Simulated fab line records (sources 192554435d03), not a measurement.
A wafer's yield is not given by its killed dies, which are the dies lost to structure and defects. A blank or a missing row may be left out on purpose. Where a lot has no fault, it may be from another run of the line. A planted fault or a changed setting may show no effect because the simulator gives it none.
Split-lot trial | flow n5_finfet | 21 wafers read across 7 lots, on a route 1938 steps long

## THE SPLIT ITSELF
At N5_PASSIVATION_DEVELOP_43 (develop time 60 s), the setting develop_time_s was moved away from the recipe's 60 s on 6 of the 21 wafers read, by -20.7% to +15.0%. All remaining wafers had this setting at the recipe value.

## BETWEEN THE SPLIT AND THE READING: the file shows 1 step in between
- N5_PASSIVATION_HARDBAKE_45: time 120 s

## THE READING
cd_nm, in nm, at N5_PASSIVATION_CD_MEAS_44 (target cd 40000 nm). A value of 40001 nm with a standard deviation of 2.7 nm is what fault-free wafers of this fab line usually give.

wafer  | tool, chamber at the split | develop_time_s as run, s | against the recipe | cd_nm, nm | against lot-mates on the recipe
L075.4 | litho_track-04, 0          | 60                       | recipe             | 40004     | -
L075.5 | litho_track-04, 0          | 60                       | recipe             | 40001     | -
L075.6 | litho_track-04, 0          | 68.98                    | +15.0%             | 40007     | +4
L079.2 | litho_track-01, 0          | 60                       | recipe             | 39998     | -
L079.3 | litho_track-01, 0          | 60                       | recipe             | 40000     | -
L079.4 | litho_track-01, 0          | 47.59                    | -20.7%             | 39989     | -10
L082.1 | litho_track-02, 0          | 48.76                    | -18.7%             | 39989     | -10
L082.3 | litho_track-02, 0          | 60                       | recipe             | 39997     | -
L082.4 | litho_track-02, 0          | 60                       | recipe             | 40001     | -
L083.3 | litho_track-01, 0          | 60                       | recipe             | 39999     | -
L083.5 | litho_track-01, 0          | 60                       | recipe             | 40000     | -
L083.6 | litho_track-01, 0          | 68.51                    | +14.2%             | 40005     | +6
L086.1 | litho_track-04, 0          | 60                       | recipe             | 40000     | -
L086.3 | litho_track-04, 0          | 60                       | recipe             | 39999     | -
L086.5 | litho_track-04, 0          | 60                       | recipe             | 40001     | -
L092.1 | litho_track-01, 0          | 60                       | recipe             | 40002     | -
L092.3 | litho_track-01, 0          | 60                       | recipe             | 40006     | -
L092.4 | litho_track-01, 0          | 60                       | recipe             | 40001     | -
L094.1 | litho_track-02, 0          | 60                       | recipe             | 40001     | -
L094.4 | litho_track-02, 0          | 51.75                    | -13.7%             | 39995     | -6
L094.6 | litho_track-02, 0          | 51.75                    | -13.7%             | 39994     | -7

FIT RESULTS
A straight line over all 21 wafers: cd_nm changes by +0.489 nm for each +1% of develop_time_s; r = +0.90; the points scatter about the line by 2.1 nm.
The same after taking each lot's own level away (the mean of its wafers on the recipe; 21 wafers): +0.447 nm for each +1%; r = +0.94; scatter 1.4 nm.
That fit puts the effect of the largest move of develop_time_s on the reading at 9.2 nm.
The lots' own levels span 39999.0 to 40003.0 nm, that is 1.5 times the standard deviation above.
So the lot-to-lot level changes the slope little: the two slopes agree.
Check: for one of the wafers moved furthest among these (-20.7%), held out of the fit, the line's prediction against its lot-mates is -9.36 nm. It came out at -10 nm against them.

## THE FILE'S OWN FIT
cd_nm changes by +0.447 nm for each +1% of develop_time_s, r = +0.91.
